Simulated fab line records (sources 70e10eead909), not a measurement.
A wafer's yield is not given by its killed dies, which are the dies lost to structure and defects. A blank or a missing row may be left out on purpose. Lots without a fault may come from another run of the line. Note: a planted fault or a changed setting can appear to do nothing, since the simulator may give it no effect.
Code-filled problem report in 8D (eight disciplines) form ; flow nand_harc ; the parts of the form that need people (team, actions taken, sign-off) are left out

1. WHAT IS WRONG
Mean of cd_nm at NHARC_P_M2_CD_MEAS_09: 193.5 nm across 6 wafers in 2 lots; on wafers with no fault it is 170.0 nm (standard deviation 0.75). That is +31 standard deviations from the usual mean.
The step: target cd 170 nm.
Seen first at day 11 00:58 on cd_sem-01, wafer L153.4. The record holds 42 wafers of 14 lots with a number at this step. By rule, "out" or "out of limits" means more than 4 standard deviations away from the usual mean. All remaining wafers that have a number are taken as sound.

2. WHAT IT IS; WHAT IT IS NOT
question;is;is not
which readings at this step;cd_nm;-
which lots;L153, L157;L143, L144, L146, L147, L148, L149, L150, L151, L152, L154, L163, L164
which wafers of those lots;all that have a number;-
read on which gauges;cd_sem-01;cd_sem-02, cd_sem-03
when;from day 11 00:58;"up to then (27 sound wafers); but 9 sound wafers of L154, L163, L164 came after"

3. WHAT RULES OUT EACH SUSPECT
Counting: a tool at a process step up to the reading stays a suspect if it ran every lot that is out and no sound lot after the first of them.
- ruled out: the gauge at NHARC_P_M2_CD_MEAS_09. All the wafers that are out were read on cd_sem-01, but those of them that NHARC_P_M2_EXPOSE_06 has rows for are out there too, on other tools.
- arfi_scanner-02 at NHARC_P_M2_EXPOSE_06 (exposes mask P M2, target cd 170 nm): kept. All lots that are out passed through it, beginning with L153 at day 11 00:49, and no sound lot followed; its final sound lot before that point was L152 at day 10 13:16. On those wafers its own readings are out: exposure_dose_mJ_cm2.
The count leaves arfi_scanner-02 at NHARC_P_M2_EXPOSE_06.

4. THE CAUSE (what the simulator had put in)
Process parameters drifting: arfi_scanner-02 at NHARC_P_M2_EXPOSE_06, beginning at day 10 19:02. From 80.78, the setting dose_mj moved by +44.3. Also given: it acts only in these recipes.
The count eliminated every tool but this one.

5. SEQUENCE OF EFFECTS, ordered by route
Each row: a reading whose mean over the struck wafers that have a number lies more than 3 standard deviations from the usual. Scope: only readings with a usual standard deviation given in the record; hours: median across lots of the time from each lot's start at the first step in this table that gives one to its start at this step; sigmas: change in usual standard deviations.
hours;step;reading;usual;on struck wafers;change;sigmas
0;NHARC_P_M2_EXPOSE_06;exposure_dose_mJ_cm2;80.79;121.09;+40.30;+99 or more
0;NHARC_P_M2_CD_MEAS_09;cd_nm;170.0 nm;193.5;+23.5;+31
Its process steps:
- NHARC_P_M2_EXPOSE_06: exposes mask P M2, target cd 170 nm.

6. WHAT WOULD HAVE CAUGHT IT SOONER
6 hours passed between the start of the fault at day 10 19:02 and the first reading out of limits at a measuring or inspecting step in this record, taken at day 11 00:58.
Tool's own readings at NHARC_P_M2_EXPOSE_06, exposure_dose_mJ_cm2: out on all struck wafers the step has rows for; an alarm limit on them would have tripped on the first.
Lots out: 2; of these, L157 started NHARC_P_M2_EXPOSE_06 on arfi_scanner-02 after day 11 00:58. Holding the tool at that time would have saved it.
